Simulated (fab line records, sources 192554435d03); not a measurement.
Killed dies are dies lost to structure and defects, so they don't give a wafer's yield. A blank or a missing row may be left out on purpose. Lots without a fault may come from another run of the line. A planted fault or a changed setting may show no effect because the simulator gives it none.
One fault seen from 2 desks | flow n5_finfet | each desk has only its own numbers; what lay behind them comes last

THE METROLOGY DESK
What the gauges read, lot by lot, whatever tool the lot ran on: means of the sampled wafers that have a number. A lot is out of limits, marked OUT, if its mean lies more than 4 standard deviations from the usual mean; the brackets give that distance. Of its 10 readings 7 are shown: those that lie furthest out on some lot.
Columns: A = DIBL_P at N5_BEOL_M4_RC_MEAS_101, usual 35.3 mV/V; B = IOFF_N at N5_BEOL_M4_RC_MEAS_101, usual 0.150 nA/um; C = IOFF_P at N5_BEOL_M4_RC_MEAS_101, usual 0.194 nA/um; D = ION_P at N5_BEOL_M4_RC_MEAS_101, usual 456 uA/um; E = SS_P at N5_BEOL_M4_RC_MEAS_101, usual 73.1 mV/dec; F = VT_N at N5_BEOL_M4_RC_MEAS_101, usual 251 mV; G = VT_P at N5_BEOL_M4_RC_MEAS_101, usual -252 mV
lot  | first seen here | A    | B     | C     | D   | E    | F   | G
L988 | day 10 08:08    | 36.4 | 0.160 | 0.207 | 455 | 73.0 | 249 | -251
L994 | day 12 08:56    | 33.6 | 0.121 | 0.190 | 458 | 73.4 | 255 | -249
L995 | day 12 12:52    | 35.9 | 0.160 | 0.228 | 467 | 73.3 | 248 | -248
L109 | day 15 13:25    | 37.8 | 0.176 | 0.190 | 450 | 73.8 | 247 | -254
This desk's finding: nothing out of limits on any of the 4 lots.

THE TOOL OWNER'S DESK: pvd_sputter-01
The tool's own readings at N5_BEOL_M1_HM_DEP_02 (deposits TiN, target thk 20 nm): means of the sampled wafers that have a number, for each lot that ran on this tool. A lot is out of limits, marked OUT, if its mean lies more than 4 standard deviations from the usual mean; the brackets give that distance.
Columns: A = throttle_valve_pct at N5_BEOL_M1_HM_DEP_02, usual 29.9 %
lot  | first seen here | A
L988 | day 6 23:02     | 30.5
L994 | day 8 10:29     | 29.3
L995 | day 8 17:05     | 30.3
This desk's finding: nothing out of limits on any of the 3 lots.

PUT TOGETHER
The metrology desk saw nothing out of limits.
The tool owner's desk saw nothing out of limits.

WHAT THE SIMULATOR HAD PUT IN
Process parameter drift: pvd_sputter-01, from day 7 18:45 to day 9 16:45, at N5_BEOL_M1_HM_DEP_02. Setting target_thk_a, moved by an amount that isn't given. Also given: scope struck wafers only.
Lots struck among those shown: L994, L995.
